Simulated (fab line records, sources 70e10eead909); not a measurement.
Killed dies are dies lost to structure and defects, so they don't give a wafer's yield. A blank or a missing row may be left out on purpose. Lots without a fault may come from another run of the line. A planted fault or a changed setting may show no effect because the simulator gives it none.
Which tool did it? | flow nand_harc | 6 lots, 18 wafers sampled, at 4 steps of a route of 1302

WHAT THE GAUGES READ, wafer by wafer
NHARC_P_M2_CD_MEAS_09: target cd 170 nm.
lot  | measured     | on        | cd_nm (nm)
L122 | day 6 23:02  | cd_sem-03 | 168.8 169.6 169.7
L124 | day 8 00:34  | cd_sem-01 | 170.2 170.8 170.5
L128 | day 10 04:11 | cd_sem-03 | 193.4 192.8 191.9
L137 | day 13 18:00 | cd_sem-03 | 169.4 169.5 169.3
L139 | day 14 11:18 | cd_sem-02 | 170.0 168.8 170.2
L141 | day 15 04:04 | cd_sem-02 | 170.1 170.4 169.4

WHICH TOOL RAN EACH LOT (tool, then ch and the chambers of the sampled wafers, then the start)
lot  | NHARC_P_M1_PVD_21                       | NHARC_P_M1_DEP_33               | NHARC_P_M2_PEB_07
L122 | pvd_sputter-03, day 6 21:47 or earlier  | pecvd-02 ch 0,1, day 6 21:47    | litho_track-04 ch 0, day 6 22:57
L124 | pvd_sputter-02, day 7 23:22 or earlier  | pecvd-02 ch 0,1, day 7 23:22    | litho_track-04 ch 0, day 8 00:29
L128 | pvd_sputter-01, day 10 03:04 or earlier | pecvd-03 ch 0,1,2, day 10 03:04 | litho_track-04 ch 0, day 10 04:06
L137 | pvd_sputter-03, day 13 16:41 or earlier | pecvd-01 ch 2, day 13 16:41     | litho_track-01 ch 0, day 13 17:55
L139 | pvd_sputter-02, day 14 10:07 or earlier | pecvd-03 ch 0,2, day 14 10:07   | litho_track-06 ch 0, day 14 11:13
L141 | pvd_sputter-03, day 15 02:52 or earlier | pecvd-02 ch 0,1,2, day 15 02:52 | litho_track-06 ch 0, day 15 03:59
- NHARC_P_M1_PVD_21: deposits Cu, target thk 30 nm, time 20.49 s.
- NHARC_P_M1_DEP_33: deposits SiCN, target thk 30 nm.
- NHARC_P_M2_PEB_07: peb time 65 s.

THE ANSWER, worked out from the rows above alone
Rule: what is usual is taken from the lots themselves. Put in order of their means at a reading, lots are off if they are a third of the lots or fewer, leave a main group of 4 or more, and stand apart from it by a gap of 3 or more times the standard deviation of the main group's means; of several such gaps the widest counts. A main group whose means are all the same, to the digits that the tables above print for the reading, isn't used. A lot without any number at a reading at which 4 lots or more have one is off too. The other lots that the step has rows for count as sound.
Off: L128, at NHARC_P_M2_CD_MEAS_09 (cd_nm). The main group: mean 169.8 nm, standard deviation 0.42.
A tool fits if, at a process step before that reading, it ran every lot that is off, and no sound lot after the first of them. The gauges at NHARC_P_M2_CD_MEAS_09 are tried like those tools. NHARC_P_M1_PVD_21 gives no start for some lots, so the hours and the order of its lots are those of NHARC_P_M1_DEP_33. Can't be told from this: 2 tools fit, pvd_sputter-01 at NHARC_P_M1_PVD_21, litho_track-04 at NHARC_P_M2_PEB_07.

WHAT THE SIMULATOR HAD PUT IN
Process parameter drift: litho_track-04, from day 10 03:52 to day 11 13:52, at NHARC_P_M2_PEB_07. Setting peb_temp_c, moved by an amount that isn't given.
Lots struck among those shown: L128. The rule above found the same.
